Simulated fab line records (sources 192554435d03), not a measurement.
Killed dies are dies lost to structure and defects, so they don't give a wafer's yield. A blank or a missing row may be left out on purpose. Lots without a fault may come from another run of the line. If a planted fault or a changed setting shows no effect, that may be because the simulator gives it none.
Chamber matching    flow n5_finfet    N5_BEOL_M6_DESCUM_33 on rie_diel-03 has 4 sister chambers
The step chemistry O2, time 7 s. 33 wafers are shown with their chamber, then 12 later ones without.

## WAFERS WITH THEIR CHAMBER
wafer   chamber  oes_product_au (a.u.)  showerhead_plenum_p_Torr (Torr)  drypump_motor_current_A (A)
L077.1  1        0.86                   2.14                             5.3
L077.2  2        0.68                   2.16                             5.3
L077.6  1        0.86                   2.14                             5.3
L078.1  1        0.85                   2.14                             5.3
L078.2  0        0.89                   2.22                             5.9
L078.3  3        0.69                   2.16                             5.3
L078.4  2        0.67                   2.16                             5.3
L078.5  0        0.88                   2.22                             5.8
L078.6  1        0.85                   2.14                             5.3
L079.1  0        0.88                   2.22                             5.9
L079.2  1        0.85                   2.14                             5.3
L079.3  2        0.67                   2.16                             5.3
L079.4  3        0.69                   2.15                             5.3
L079.5  1        0.85                   2.14                             5.4
L079.6  0        0.89                   2.22                             5.9
L080.1  3        0.69                   2.15                             5.2
L080.2  2        0.67                   2.16                             5.3
L080.3  1        0.84                   2.14                             5.3
L080.4  0        0.87                   2.22                             5.9
L080.5  0        0.88                   2.22                             5.9
L080.6  1        0.83                   2.14                             5.3
L085.1  2        0.66                   2.15                             5.3
L085.4  3        0.68                   2.15                             5.3
L085.5  3        0.69                   2.15                             5.3
L086.3  3        0.68                   2.15                             5.2
L086.5  3        0.68                   2.15                             5.3
L086.6  0        0.86                   2.21                             5.8
L088.1  0        0.85                   2.21                             5.9
L088.2  3        0.68                   2.15                             5.2
L088.3  1        0.83                   2.13                             5.4
L088.4  1        0.82                   2.13                             5.4
L088.5  3        0.68                   2.15                             5.2
L088.6  0        0.86                   2.21                             5.8

SIGNATURES (averages over the wafers above)
reading                   chamber 0  chamber 1  chamber 2  chamber 3  scatter within a chamber
oes_product_au            0.8733     0.8440     0.6700     0.6844     0.0112
showerhead_plenum_p_Torr  2.2167     2.1380     2.1580     2.1511     0.00427
drypump_motor_current_A   5.867      5.330      5.300      5.256      0.0467
Rule: a wafer's distance from a chamber is the root of the sum, over the readings, of the square of ((its reading less the chamber's mean) divided by the reading's scatter). If the next closest chamber is less than 2 further off than the closest, the wafer can't be placed; otherwise it belongs to the closest. The scatter: take each reading less its chamber's mean, square it, sum over the shown wafers, divide by the number of wafers less the number of chambers, and take the root.

## WAFERS WHOSE CHAMBER IS MISSING
wafer   oes_product_au (a.u.)  showerhead_plenum_p_Torr (Torr)  drypump_motor_current_A (A)
L090.1  0.84                   2.21                             5.9
L090.3  0.68                   2.15                             5.2
L090.4  0.85                   2.21                             5.9
L092.4  0.83                   2.20                             5.9
L092.5  0.83                   2.20                             5.9
L092.6  0.80                   2.13                             5.3
L094.1  0.93                   2.15                             5.3
L094.2  0.83                   2.20                             5.9
L094.4  0.92                   2.15                             5.3
L096.3  0.82                   2.20                             5.9
L096.4  0.81                   2.20                             5.8
L096.5  0.79                   2.12                             5.3

## CHAMBER TAKEN BY EACH
wafer    from the rows above       in truth
L090.1   0                         0
L090.3   can't be placed: 3 or 2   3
L090.4   0                         0
L092.4   0                         0
L092.5   0                         0
L092.6   1                         1
L094.1   1                         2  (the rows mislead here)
L094.2   0                         0
L094.4   1                         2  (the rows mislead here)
L096.3   0                         0
L096.4   0                         0
L096.5   1                         1
9 of 12 placed correctly. Can't be placed from these rows: 1 (the true chamber is among the candidates in 1). 2 placed wrongly.
